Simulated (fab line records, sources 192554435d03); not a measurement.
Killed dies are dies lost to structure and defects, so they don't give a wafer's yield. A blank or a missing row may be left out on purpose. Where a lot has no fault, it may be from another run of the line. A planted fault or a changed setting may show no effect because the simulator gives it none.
Split-lot trial || flow n5 finfet || on a route of 1938 steps: 7 lots, 21 wafers read

## SPLIT DETAILS
At N5_BEOL_M8_ILD_DEP_00 (deposits SiCOH lowk from DEMS/porogen, target thk 179.75 nm, time 33.4 s), the setting time s was moved away from the recipe's 33.4 s on 8 of the 21 wafers read, by -6.6% to +12.9%. This setting was run at the recipe's value on the other wafers.

## FROM THE SPLIT TO THE READING: what the file shows between them, 1 step
- N5_BEOL_M8_CURE_74: cures SiCOH lowk, time 240 s

## THE READING
M8_ILD_THK, in nm, at N5_BEOL_M8_THK_MEAS_01. Typical for fault-free wafers on this fab line: 154.0 nm, with standard deviation 2.1 nm.

{"wafer": "L074.1", "tool, chamber at the split": "pecvd-04, 1", "time s as run, s": 31.21, "against the recipe": "-6.6%", "M8_ILD_THK, nm": 140.5, "against lot-mates on the recipe": -12.6}
{"wafer": "L074.3", "tool, chamber at the split": "pecvd-04, 0", "time s as run, s": 31.21, "against the recipe": "-6.6%", "M8_ILD_THK, nm": 141.6, "against lot-mates on the recipe": -11.5}
{"wafer": "L074.4", "tool, chamber at the split": "pecvd-04, 1", "time s as run, s": 33.4, "against the recipe": "recipe", "M8_ILD_THK, nm": 153.1, "against lot-mates on the recipe": "-"}
{"wafer": "L081.4", "tool, chamber at the split": "pecvd-01, 2", "time s as run, s": 36.87, "against the recipe": "+10.4%", "M8_ILD_THK, nm": 172.7, "against lot-mates on the recipe": "+16.1"}
{"wafer": "L081.5", "tool, chamber at the split": "pecvd-01, 0", "time s as run, s": 33.4, "against the recipe": "recipe", "M8_ILD_THK, nm": 156.6, "against lot-mates on the recipe": "-"}
{"wafer": "L081.6", "tool, chamber at the split": "pecvd-01, 1", "time s as run, s": 36.87, "against the recipe": "+10.4%", "M8_ILD_THK, nm": 169.4, "against lot-mates on the recipe": "+12.8"}
{"wafer": "L084.1", "tool, chamber at the split": "pecvd-02, 2", "time s as run, s": 33.4, "against the recipe": "recipe", "M8_ILD_THK, nm": 150.9, "against lot-mates on the recipe": "-"}
{"wafer": "L084.2", "tool, chamber at the split": "pecvd-02, 1", "time s as run, s": 37.71, "against the recipe": "+12.9%", "M8_ILD_THK, nm": 172.2, "against lot-mates on the recipe": "+21.3"}
{"wafer": "L084.6", "tool, chamber at the split": "pecvd-02, 2", "time s as run, s": 37.71, "against the recipe": "+12.9%", "M8_ILD_THK, nm": 172.4, "against lot-mates on the recipe": "+21.5"}
{"wafer": "L086.3", "tool, chamber at the split": "pecvd-01, 2", "time s as run, s": 33.4, "against the recipe": "recipe", "M8_ILD_THK, nm": 152.6, "against lot-mates on the recipe": "-"}
{"wafer": "L086.4", "tool, chamber at the split": "pecvd-01, 0", "time s as run, s": 33.4, "against the recipe": "recipe", "M8_ILD_THK, nm": 153.7, "against lot-mates on the recipe": "-"}
{"wafer": "L086.5", "tool, chamber at the split": "pecvd-01, 1", "time s as run, s": 37.1, "against the recipe": "+11.1%", "M8_ILD_THK, nm": 168.4, "against lot-mates on the recipe": "+15.3"}
{"wafer": "L089.2", "tool, chamber at the split": "pecvd-02, 2", "time s as run, s": 33.4, "against the recipe": "recipe", "M8_ILD_THK, nm": 154.7, "against lot-mates on the recipe": "-"}
{"wafer": "L089.3", "tool, chamber at the split": "pecvd-02, 0", "time s as run, s": 33.4, "against the recipe": "recipe", "M8_ILD_THK, nm": 153.9, "against lot-mates on the recipe": "-"}
{"wafer": "L089.6", "tool, chamber at the split": "pecvd-02, 2", "time s as run, s": 33.4, "against the recipe": "recipe", "M8_ILD_THK, nm": 154.3, "against lot-mates on the recipe": "-"}
{"wafer": "L090.2", "tool, chamber at the split": "pecvd-01, 0", "time s as run, s": 33.4, "against the recipe": "recipe", "M8_ILD_THK, nm": 154.6, "against lot-mates on the recipe": "-"}
{"wafer": "L090.3", "tool, chamber at the split": "pecvd-01, 2", "time s as run, s": 33.4, "against the recipe": "recipe", "M8_ILD_THK, nm": 155.2, "against lot-mates on the recipe": "-"}
{"wafer": "L090.5", "tool, chamber at the split": "pecvd-01, 2", "time s as run, s": 33.4, "against the recipe": "recipe", "M8_ILD_THK, nm": 156.3, "against lot-mates on the recipe": "-"}
{"wafer": "L091.3", "tool, chamber at the split": "pecvd-02, 2", "time s as run, s": 31.52, "against the recipe": "-5.6%", "M8_ILD_THK, nm": 144.0, "against lot-mates on the recipe": -9.2}
{"wafer": "L091.4", "tool, chamber at the split": "pecvd-02, 2", "time s as run, s": 33.4, "against the recipe": "recipe", "M8_ILD_THK, nm": 153.4, "against lot-mates on the recipe": "-"}
{"wafer": "L091.6", "tool, chamber at the split": "pecvd-02, 1", "time s as run, s": 33.4, "against the recipe": "recipe", "M8_ILD_THK, nm": 153.0, "against lot-mates on the recipe": "-"}

THE FIT
A straight line over all 21 wafers: M8_ILD_THK changes by +1.56 nm for each +1% of time s; r = +0.98; the points scatter about the line by 1.8 nm.
The same after taking each lot's own level away (the mean of its wafers on the recipe; 21 wafers): +1.58 nm for each +1%; r = +0.99; scatter 1.2 nm.
Per that fit: largest time s move, reading shift of 20 nm.
From 150.90 to 156.60 nm: that is the span of the lots' own levels, equal to 2.7 times the standard deviation above.
Consequently the slope shifts little with the lot-to-lot level, the two slopes agreeing.
Check: for one of the wafers moved furthest among these (+12.9%), held out of the fit, the line's prediction against its lot-mates is +19.6 nm. Against them it came out at +21.3 nm.

## THE WHOLE CHAIN: every reading that the file lists as answering this split, in the file's order
{"step": "N5_BEOL_M8_ILD_DEP_00", "what it does": "deposits SiCOH lowk from DEMS/porogen, target thk 179.75 nm, time 33.4 s", "reading": "SiCOH_lowk_of_BEOL_M8_ILD_DEP_00.thk nm (the simulator's own value, which no gauge read)", "change (the file's fit)": "+1.77 nm for each +1% of the setting", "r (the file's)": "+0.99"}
{"step": "N5_BEOL_M8_CURE_74", "what it does": "cures SiCOH lowk, time 240 s", "reading": "SiCOH_lowk_of_BEOL_M8_ILD_DEP_00.thk nm (the simulator's own value, which no gauge read)", "change (the file's fit)": "+1.54 nm for each +1% of the setting", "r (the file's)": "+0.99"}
{"step": "N5_BEOL_M8_THK_MEAS_01", "what it does": "", "reading": "M8_ILD_THK", "change (the file's fit)": "+1.54 for each +1% of the setting", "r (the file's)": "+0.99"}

## FILE'S OWN FIT
M8_ILD_THK changes by +1.54 nm for each +1% of time s, r = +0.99.
